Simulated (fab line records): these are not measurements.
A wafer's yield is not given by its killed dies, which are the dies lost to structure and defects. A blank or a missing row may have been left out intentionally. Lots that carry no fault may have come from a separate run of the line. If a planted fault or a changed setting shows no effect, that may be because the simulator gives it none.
One fault through the eyes of 2 desks / flow nand_harc / what lay behind the numbers comes last; until then each desk has only its own

AT THE TOOL OWNER'S DESK: pecvd_onon-02
The tool's own readings at NHARC_A_ONON_D2_DEP_19 (target thk 1000 nm): means of the sampled wafers that have a number, for each lot that ran on this tool. Any lot whose mean is over 4 standard deviations away from the usual mean is out of limits and marked OUT; that distance is given in the brackets.
Columns: A = susceptor_temp_C at NHARC_A_ONON_D2_DEP_19, usual 399.93 C
lot=L986; first seen here=day 12 08:34; A=399.82
lot=L989; first seen here=day 14 02:28; A=399.75
lot=L992; first seen here=day 15 08:08; A=399.81
lot=L995; first seen here=day 17 07:28; A=400.01
lot=L101; first seen here=day 19 01:08; A=399.64
lot=L103; first seen here=day 20 02:22; A=399.86
lot=L109; first seen here=day 22 20:02; A=399.97
Result from this desk: across the 7 lots, nothing is out of limits.

METROLOGY DESK
Lot by lot, what the gauges showed, no matter which tool ran the lot: averages of those sampled wafers that carry a number. Any lot whose mean is over 4 standard deviations away from the usual mean is out of limits and marked OUT; that distance is given in the brackets.
Columns: A = thk_nm at NHARC_A_DECK1_JOINT_THK_MEAS_14, usual 51.2 nm; B = thk_nm at NHARC_A_ONON_D2_THK_MEAS_21, usual 998 nm
lot=L986; first seen here=day 11 01:20; A=50.3; B=994
lot=L990; first seen here=day 12 18:04; A=51.2; B=999
lot=L989; first seen here=day 12 18:05; A=48.8; B=992
lot=L991; first seen here=day 13 13:59; A=52.1; B=987
lot=L992; first seen here=day 13 23:52; A=50.6; B=994
lot=L993; first seen here=day 14 15:44; A=52.5; B=1027
lot=L994; first seen here=day 14 23:58; A=51.9; B=1002
lot=L995; first seen here=day 15 21:20; A=52.5; B=994
lot=L101; first seen here=day 17 19:17; A=51.8; B=670 (-35) OUT
lot=L103; first seen here=day 18 17:53; A=51.3; B=676 (-34) OUT
lot=L104; first seen here=day 18 20:35; A=52.1; B=980
lot=L106; first seen here=day 19 10:26; A=53.8; B=1001
lot=L107; first seen here=day 20 06:01; A=51.0; B=997
lot=L109; first seen here=day 20 19:15; A=51.9; B=1000
Finding of this desk: L101, L103 out of limits; the first was L101 at day 19 01:32, on thk_nm at NHARC_A_ONON_D2_THK_MEAS_21. L986, L990, L989, L991, L992, L993, L994, L995, L104, L106, L107, L109 stayed within limits.

TAKEN TOGETHER
The metrology desk could have raised an alarm at day 19 01:32, on L101, L103.
Nothing out of limits was seen by the tool owner's desk.
On record at the tool owner's desk: L101, L103, within its limits.
All the named lots went through NHARC_A_ONON_D2_DEP_19 on pecvd_onon-02.

WHAT HAD BEEN PUT IN BY THE SIMULATOR
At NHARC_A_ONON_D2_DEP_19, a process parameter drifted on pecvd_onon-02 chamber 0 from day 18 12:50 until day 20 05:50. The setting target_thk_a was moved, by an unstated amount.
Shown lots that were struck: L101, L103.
Delay in hours, fault start to first out-of-limits reading, per desk: metrology desk 13.
